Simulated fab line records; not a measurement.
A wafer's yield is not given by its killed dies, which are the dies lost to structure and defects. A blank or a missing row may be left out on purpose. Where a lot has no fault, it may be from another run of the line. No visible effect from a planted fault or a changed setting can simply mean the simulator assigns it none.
fab line records | flow nandHarc
[record] lots = 5 wafers = 15 lastDay = 24
route steps=1159 shown A_BLC@970 A_M0@994 END@1159
lots untouched by any fault: they come from a run of this same line in which no faults occurred
startH: start of the lot's first displayed wafer, in hours after the record's first day | waitH: how many hours have passed since the lot's step before this one | " same as the row above | L1.1+2: a row that stands for several wafers | - no value, or no start given | * or withheld: withheld | < > ~ a bound
route shown NAME@n: NAME is a module with steps in the file, n the number in the route of the first one | usual: the fault-free wafers' mean and standard deviation | same: alike in all rows | chamber/n: place in a boat | sites: per-site readings | _std_site: the values' standard deviation | _edge_site: outer sites' mean less inner sites' | radiusMm: how far each site lies from the wafer's centre | mask NAME#n: copy n | behind: the most recent tool/chamber to have shaped the wafer | hold: cause of the lot's hold/its duration in hours/its outcome | device: the transistor (n, p or np) that didn't switch | end of line: the same wafers' tests at the end of the route | a step without rows: its recipe alone | killed: at the first sort, the dies lost to defects and structure; wafer yield is something else | map: the dies of a wafer, with x for killed, . for not killed, _ for no die there
set.NAME: the setting the step ran with; set.NAME@STEP: the setting that earlier step ran with | model.NAME: the simulator's own value behind a step, which no gauge read
a table for each step, a row for each wafer; lots at some steps of the route
services: a tool's chamber out of use, with start hour (startH, from the record's first day; less than 0 if before it), hours out, and reason
[[steps]]
[step NHARC_A_BLC_EBR_06]
[step NHARC_A_BLC_EXPOSE_07]
[recipe] na = 1.35 targetCdNm = 100 doseMj = 67.97 maskId = A_BLC
[step NHARC_A_BLC_PEB_08]
[recipe] pebTempC = 100 pebTimeS = 65
[step NHARC_A_BLC_DEVELOP_09]
[recipe] developTimeS = 35 devTempC = 23
[step NHARC_A_BLC_DESCUM_15]
[recipe] timeS = 3 o2FlowSccm = 200 arFlowSccm = 0 biasPowerW = 0 chemistry = O2
[step NHARC_A_BLC_ETCH_16]
[recipe] targetDepthA = 390 overEtchFrac = 0.3 timeS = 65 ionEnergyEv = 80 cf4FlowSccm = 150 arFlowSccm = 0 rfW = 300 biasW = 100 chemistry = CF4
[step NHARC_A_BLC_ETCH_17]
[recipe] targetDepthA = 3900 overEtchFrac = 0.25 timeS = 609.38 ionEnergyEv = 200 n2FlowSccm = 150 h2FlowSccm = 150 arFlowSccm = 0 rfW = 400 biasW = 150 chemistry = N2/H2
[step NHARC_A_BLC_ETCH_18]
[recipe] targetDepthA = 9100 c4f8FlowSccm = 20 o2FlowSccm = 10 arFlowSccm = withheld rfW = 600 biasW = 1500 chemistry = C4F8/O2/Ar
[step NHARC_A_BLC_STRIP_29]
[recipe] cf4FlowSccm = 150 arFlowSccm = 0 biasW = 0 chemistry = CF4
[usual] chamberPressureMTorr = 50.00/0.052 drypumpMotorCurrentA = 5.7/0.51 oesProductAu = 0.997/0.012 rfVppV = 59.3/0.86 showerheadPlenumPTorr = 1.77/0.084 throttleValvePct = 13.285/0.009
// columns lot.wafer tool chamber startH waitH chamberPressureMTorr drypumpMotorCurrentA oesProductAu rfHoursCounterH rfVppV showerheadPlenumPTorr throttleValvePct
L557.2 rieDiel-08 3 392.07 0.1 49.96 5.7 0.988 10 58.6 1.80 13.281
L557.6 " 1 " " 50.08 5.4 1.006 - 58.8 1.68 13.296
L557.5 " 2 " " 50.03 6.1 0.992 - 59.4 1.86 13.285
L570.2 rieDiel-08 2 499.97 0.1 49.99 6.1 1.017 1 58.9 1.85 13.271
L570.5 " 1 " " 49.96 5.4 1.000 - 58.8 1.68 13.291
L570.6 " 2 " " 49.95 6.1 1.023 - 59.4 1.85 13.297
L572.3 rieDiel-08 0 502.57 0.1 49.99 5.5 0.982 1 58.4 1.70 13.275
L572.1 " 3 " " 49.96 5.7 1.000 1 57.5 1.79 13.294
L572.5 " 1 " " 49.95 5.4 0.997 - 59.1 1.68 13.276
L574.1 rieDiel-08 0 505.28 0.1 49.99 5.5 0.997 1 59.1 1.70 13.300
L574.4 " 2 " " 50.02 6.1 1.024 2 58.6 1.85 13.275
L574.6 " 0 " " 50.00 5.5 0.997 - 60.4 1.70 13.269
L579.1 rieDiel-06 0 533.05 0.1 49.92 4.9 0.985 11 60.5 1.87 13.283
L579.2 " 3 " " 50.07 5.1 0.988 11 59.3 1.74 13.279
L579.6 " 0 " " 49.99 4.9 0.983 - 60.6 1.87 13.290
[step NHARC_A_BLC_STRIP_21]
[recipe] o2FlowSccm = 500 arFlowSccm = 0 biasW = 0 chemistry = O2
[step NHARC_A_BLC_STRIP_22]
[recipe] timeS = 600 tempC = 30 chemistry = postEtchResidueRemover
[step NHARC_A_BLC_DEGAS_30]
[recipe] tempC = 300 timeS = 60
[step NHARC_A_BLC_PRE_CLEAN_31]
[recipe] timeS = 15 biasV = 250 gas = Ar
[step NHARC_A_BLC_PVD_32]
[recipe] targetThkA = 50 chamberPressurePa = 5 powerW = 5000 substrateTempC = 200 timeS = 17.7 material = Ti
[step NHARC_A_BLC_ALD_23]
[recipe] targetThkA = 30 pulseTimeS = 1 aldCycles = 150 tempC = 450 material = TiN
[step NHARC_A_BLC_CVD_24]
[recipe] targetThkA = 1500 tempC = 300 pressureTorr = 40 wf6FlowSccm = 40 h2FlowSccm = 1600 arFlowSccm = 1560 timeS = 434 material = W
[step NHARC_A_BLC_CMP_25]
[recipe] tOverpolishS = 30 targetThkNm = 150
[step NHARC_A_BLC_SRD_27]
[step NHARC_A_M0_DEP_00]
[recipe] targetThkA = 1500 targetThkNm = 150 tempC = withheld pressureTorr = 5 flowSccm = 200 rfW = 600 material = SiOC
[step NHARC_A_M0_DEHYDRATE_01]
[recipe] tempC = 150 timeS = 120
[step NHARC_A_M0_HMDS_02]
[recipe] timeS = 30
[step NHARC_A_M0_COAT_33]
[recipe] tempC = 200 timeS = 65
[step NHARC_A_M0_COAT_03]
[recipe] spinRpm = 1500 resistThkNm = 90
[step NHARC_A_M0_SOFTBAKE_04]
[recipe] tempC = 105 timeS = 55
[step NHARC_A_M0_EBR_05]
[step NHARC_A_M0_EXPOSE_06]
[recipe] na = 1.35 targetCdNm = 80 doseMj = 83.25 maskId = A_M0
[step NHARC_A_M0_PEB_07]
[recipe] pebTempC = 100 pebTimeS = 65
[step NHARC_A_M0_DEVELOP_08]
[recipe] developTimeS = 35 devTempC = 23
[step NHARC_A_M0_DESCUM_14]
[recipe] timeS = 3 o2FlowSccm = 200 arFlowSccm = 0 biasPowerW = 0 chemistry = O2
[step NHARC_A_M0_ETCH_34]
[recipe] targetDepthA = 400 overetchA = 120 timeS = 43.94 ionEnergyEv = 200 n2FlowSccm = 150 h2FlowSccm = 150 arFlowSccm = 0 rfW = 400 biasW = 150 chemistry = N2/H2
[step NHARC_A_M0_ETCH_15]
[recipe] targetDepthA = 1500 overetchA = 150 timeS = 82.5 c4f8FlowSccm = withheld arFlowSccm = 400 rfW = 600 biasW = 300 chemistry = C4F8/Ar
[step NHARC_A_M0_STRIP_18]
[recipe] powerW = 1000 n2FlowSccm = 150 h2FlowSccm = 150 arFlowSccm = 0 biasW = 0 chemistry = N2/H2
[step NHARC_END_SORT_01]
[recipe] tempC = 25
[usual] killedAtArray = 31/11 killedAtOther = 0.5/0.78 killedAtPeriphery = 3.0/2 killedDies = 34/12 killedOpen = 3.2/2 killedShort = 1.9/1.6
[same] grossDies = 677
// columns lot.wafer tool chamber startH waitH killedAtArray killedAtOther killedAtPeriphery killedDies killedOpen killedShort
L574.1 prober-01 0 548.63 2.5 110 0 4 114 6 1
L574.4 prober-01 0 551.08 3.4 142 1 0 143 5 4
L574.6 prober-01 0 552.70 4.1 102 0 0 102 0 0
L570.2 prober-02 0 549.37 2.8 134 0 6 140 1 0
L570.5 prober-02 0 551.79 3.7 135 0 7 142 5 2
L570.6 prober-02 0 552.60 4.0 125 0 3 128 5 0
L572.1 prober-02 0 556.39 2.5 127 0 4 131 2 0
L572.3 prober-02 0 558.01 3.1 81 1 1 83 1 0
L572.5 prober-02 0 559.62 3.7 123 0 0 123 1 3
// killed by level:class
L574.1 A_BLC:unspecified=81 A_SLIT:chamberFilmFlake=12 A_CHANNEL_HOLE_D1:chamberFilmFlake=6 A_WL_FILL:chamberFilmFlake=4 A_WL_FILL:geometricParticle:open=2 P_ZERO_WELL:chamberFilmFlake=2 A_CONTACT:chamberFilmFlake=2 P_GATE:geometricParticle:open=1
L570.2 A_BLC:unspecified=106 A_CHANNEL_HOLE_D1:chamberFilmFlake=20 P_STI:chamberFilmFlake=5 A_CONTACT:chamberFilmFlake=4 A_STAIRCASE:chamberFilmFlake=3 P_CONTACT:geometricParticle:open=1 A_SLIT:chamberFilmFlake=1
L574.4 A_BLC:unspecified=103 A_SLIT:chamberFilmFlake=21 A_CONTACT:chamberFilmFlake=5 A_WL_FILL:chamberFilmFlake=3 A_CHANNEL_HOLE_D1:chamberFilmFlake=2 A_SOURCE_PLATE:geometricParticle:short=1 A_ONON_D1:geometricParticle:short=1 A_CHANNEL_FILL_D1:geometricParticle:short=1
L570.5 A_BLC:unspecified=103 A_CHANNEL_HOLE_D1:chamberFilmFlake=19 P_STI:chamberFilmFlake=3 P_M1:chamberFilmFlake=3 A_STAIRCASE:chamberFilmFlake=3 A_ONON_D1:geometricParticle:short=2 A_CONTACT:geometricParticle:open=2 A_CONTACT:chamberFilmFlake=2
L570.6 A_BLC:unspecified=105 A_CHANNEL_HOLE_D1:chamberFilmFlake=14 A_CONTACT:geometricParticle:open=2 A_CONTACT:chamberFilmFlake=2 P_M0:geometricParticle:open=1 A_SOURCE_PLATE:geometricParticle:open=1 A_ONON_D1:geometricParticle:open=1 P_GATE:chamberFilmFlake=1
L574.6 A_BLC:unspecified=72 A_SLIT:chamberFilmFlake=14 A_CHANNEL_HOLE_D1:chamberFilmFlake=9 A_WL_FILL:chamberFilmFlake=4 A_CONTACT:chamberFilmFlake=3
L572.1 A_BLC:unspecified=108 A_CHANNEL_HOLE_D1:chamberFilmFlake=14 P_ZERO_WELL:chamberFilmFlake=2 A_WL_FILL:geometricParticle:open=1 A_CONTACT:geometricParticle:open=1 A_CONTACT:chamberFilmFlake=1 P_M1:chamberFilmFlake=1 P_BONDPAD:chamberFilmFlake=1
L572.3 A_BLC:unspecified=71 A_CHANNEL_HOLE_D1:chamberFilmFlake=9 STARTING-WAFER:geometricParticle:open=1 P_M1:chamberFilmFlake=1 A_CONTACT:chamberFilmFlake=1
L572.5 A_BLC:unspecified=102 A_CHANNEL_HOLE_D1:chamberFilmFlake=12 A_CONTACT:chamberFilmFlake=5 A_ONON_D1:geometricParticle:short=1 A_CHANNEL_FILL_D1:geometricParticle:short=1 A_CONTACT:geometricParticle:open=1 A_BLC:geometricParticle:short=1
// map L570.5 (x killed, . not)
____________.____________
_________x......_________
_______...x......._______
______.............______
_____..............._____
____.................____
____.....x...x.......____
___........x......x...___
___.......x...........___
__.......xx............__
__.......xxxx.........x__
_..........x.x.........._
_x........xxxx.........._
_........xxx..x........._
_........xx............._
_......................._
...................x.....
.........x...............
.........................
.........................
....x..x........x........
_..............x.x......_
_......x...xxx.x........_
_.x......xxxxxxxx......._
_...x....xxxxxxx........_
_.x.....xxxxxxxxx......._
__......xxxxxxxxx......__
__......xxxxxxxxx......__
___......xxxxxxxx.....___
___.....xxxxxxxxxx....___
____..x.xxxxxxxxx....____
____....x.xxxxxx.....____
_____..xxxxxxxxxx..._____
______...xxxxxxxx..______
_______....xxxxx.._______
_________......._________
____________.____________
// map L572.1 (x killed, . not)
____________x____________
_________......._________
_______..........._______
______.............______
_____..............._____
____.x...............____
____..x..............____
___.xxxx..............___
___xxxxxx.............___
__xxxxxxx..............__
__xxxxxxxx.............__
_xxxxxxxxx.............._
_xxxxxxxx..............._
_xxxxxxxxx.............._
_xxxxxxxxx.............._
_xxxxxxxxx.............._
xxxxxxxxxxx..............
.xxxxxxxxx......x........
..xxxxxxx.x.............x
x..x.xxx.........x.......
....x.xx.................
_...............x......._
_.x.............x......._
_......................._
_..................x...._
_..........x....x....x.._
__...........x.xx.xx...__
__..............xx.....__
___............xxxx...___
___.x............x....___
____.................____
____.................____
_____..............._____
______.............______
_______..........._______
_________......._________
____________.____________
[[services]]
// columns tool chamber startH hours kind
rieDiel-08 0 384.37 - clean
rieDiel-08 1 384.37 - clean
rieDiel-08 2 384.37 - clean
rieDiel-08 3 384.37 - clean
rieDiel-08 3 402.80 16.6 repair
rieDiel-08 0 408.91 - clean
rieDiel-08 1 408.91 - clean
rieDiel-08 2 408.91 - clean
rieDiel-06 - 418.20 9.0 pm
rieDiel-08 0 433.41 - clean
rieDiel-08 1 433.41 - clean
rieDiel-08 2 433.41 - clean
rieDiel-08 3 433.41 - clean
rieDiel-08 0 457.91 - clean
rieDiel-08 1 457.91 - clean
rieDiel-08 2 457.91 - clean
rieDiel-08 3 457.91 - clean
rieDiel-08 1 468.33 24.8 repair
rieDiel-08 - 478.87 9.0 pm
rieDiel-08 0 478.87 9.0 ventCycle
rieDiel-08 2 478.87 9.0 ventCycle
rieDiel-08 3 478.87 9.0 ventCycle
rieDiel-08 0 487.87 - clean
rieDiel-06 2 522.71 3.3 repair
[[key]]
[firstSign] step = NHARC_END_SORT_01 reading = killedAtArray direction = up sigmas = 8 usual = 31 struck = 120
[effect] step = NHARC_END_SORT_01 reading = killedDies direction = up sigmas = 7.7 usual = 34 struck = 123
[moreKillsBornAt] NHARC_A_BLC_STRIP_29@rieDiel-08 = 850
metAt NHARC_A_BLC_STRIP_29
struckWafers L570.2,L570.5,L570.6,L572.1,L572.3,L572.5,L574.1,L574.4,L574.6
testerLeftOut L570,L572,L574
onsetBetween 392.07 499.97
[fault] kind = chamberParticleSource tool = rieDiel-08 chamber = - onsetH = 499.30 steps = NHARC_A_BLC_STRIP_29 ratePerVisitCm2 = 1.8455 endH = 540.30
// testerLeftOut: of these lots the tester's yield and bins aren't shown, on N5 and GAA mostly nor the transistor test; their killed dies are dies lost to structure and defects alone, not to doping, threshold or leakage, so they don't give the yield
